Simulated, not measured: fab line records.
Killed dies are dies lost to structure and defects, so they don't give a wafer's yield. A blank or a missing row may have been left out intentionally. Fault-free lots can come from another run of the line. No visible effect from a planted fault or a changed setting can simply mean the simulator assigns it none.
8D (eight disciplines) problem report, filled in by code :: flow n5_finfet :: the parts of the form that need people (team, actions taken, sign-off) are left out
Where a reading is given only as a bound, like >300, the bound stands for it, and a mean or a difference that rests on one is marked > or <: the true number lies beyond.

1. PROBLEM STATEMENT
Mean of raw_defect_count at N5_SD_EPI_N_INSPECT_26: 1014 across 6 wafers in 2 lots; on wafers with no fault it is 207 (standard deviation 41). Measured from the usual mean, that is +20 standard deviations.
The step: inspects for defects (darkfield).
Earliest sighting: wafer L950.3 on defect_inspect-01 at day 7 18:57. The record has a number at this step for 12 wafers belonging to 4 lots. Rule for "out", or "out of limits": more than 4 standard deviations from the usual mean. The other wafers with a number count as sound.

2. WHAT IT IS, WHAT IT ISN'T
question: which readings at this step
is: raw_defect_count
is not: -

question: which lots
is: L950, L953
is not: L944, L955

question: which wafers of those lots
is: all that have a number
is not: -

question: read on which gauges
is: defect_inspect-01
is not: -

question: when
is: from day 7 18:57
is not: up to then (3 sound wafers); but 3 sound wafers of L955 came after

3. WHAT RULES OUT EACH SUSPECT
Counting: a tool at any process step up to the reading remains a suspect when it ran all the lots that are out and ran no sound lot after the first of those.
- ruled out: the gauge at N5_SD_EPI_N_INSPECT_26. All the wafers that are out were read on defect_inspect-01, but those of them that N5_PASSIVATION_PROBE_49 has rows for are out there too, on other tools.
- plasma_asher-02 at N5_SD_EPI_N_STRIP_38 (strips in N2/H2): kept. It processed each lot that is out, first L950 at day 7 15:34, and no sound lot thereafter; up to then, the last sound lot it processed was L944 at day 6 03:09.
After counting, what remains is plasma_asher-02 at N5_SD_EPI_N_STRIP_38.

4. THE CAUSE (what the simulator had put in)
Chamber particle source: plasma_asher-02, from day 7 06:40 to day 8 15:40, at N5_SD_EPI_N_STRIP_38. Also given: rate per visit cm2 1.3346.
The count eliminated every tool but this one.

5. SEQUENCE OF EFFECTS, ordered by route
Each row: a reading whose mean over the struck wafers that have a number lies more than 3 standard deviations from the usual. Only readings for which the record gives a usual standard deviation are gone through. hours: the time from each lot's start at the first step in this table that gives one to its start at this step, as a median over the lots. sigmas: the change in usual standard deviations.
hours: 0
step: N5_SD_EPI_N_INSPECT_26
reading: raw_defect_count
usual: 207
on struck wafers: 1014
change: +807
sigmas: +20

hours: 0
step: N5_SD_EPI_P_INSPECT_11
reading: raw_defect_count
usual: 2.1
on struck wafers: >300
change: >+298
sigmas: +99 or more

hours: 7
step: N5_SD_EPI_P_INSPECT_26
reading: raw_defect_count
usual: 177
on struck wafers: 990
change: +813
sigmas: +19

hours: 262
step: N5_PASSIVATION_PROBE_49
reading: defect_limited_yield
usual: 91.5 %
on struck wafers: 82.9
change: -8.6
sigmas: -5.7

hours: 262
step: N5_PASSIVATION_PROBE_49
reading: killed_at_front_end
usual: 38
on struck wafers: 142
change: +104
sigmas: +11

hours: 262
step: N5_PASSIVATION_PROBE_49
reading: killed_dies
usual: 101
on struck wafers: 202
change: +101
sigmas: +5.6

hours: 262
step: N5_PASSIVATION_PROBE_49
reading: killed_on_rim
usual: 13
on struck wafers: 27
change: +14
sigmas: +3.5

hours: 262
step: N5_PASSIVATION_PROBE_49
reading: sort_bin_5_function
usual: 5.0 %
on struck wafers: 10.3
change: +5.3
sigmas: +5.3

hours: 262
step: N5_PASSIVATION_PROBE_49
reading: sort_n_pass
usual: 1079
on struck wafers: 978
change: -101
sigmas: -5.6

hours: 262
step: N5_PASSIVATION_PROBE_49
reading: sort_yield_pct
usual: 91.5 %
on struck wafers: 82.9
change: -8.6
sigmas: -5.7
Process steps it contains:
- N5_PASSIVATION_PROBE_49
Later measuring or inspecting steps at which every struck wafer that the step has a row for has a number for every such reading, and none has moved that far: N5_BEOL_M4_RC_MEAS_101.

6. HOW IT WOULD HAVE BEEN CAUGHT EARLIER
In this record the first reading out of limits at a measuring or inspecting step was taken at day 7 18:57, 12 hours after the fault began at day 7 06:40.
An alarm limit of 4 standard deviations would not have fired on the tool readings at N5_SD_EPI_N_STRIP_38 for which the record gives a usual standard deviation, since none of them was out on any struck wafer.
L953, from the lots that are out (2), started N5_SD_EPI_N_STRIP_38 on plasma_asher-02 later than day 7 18:57. Had the tool been put on hold then, it would have been spared.
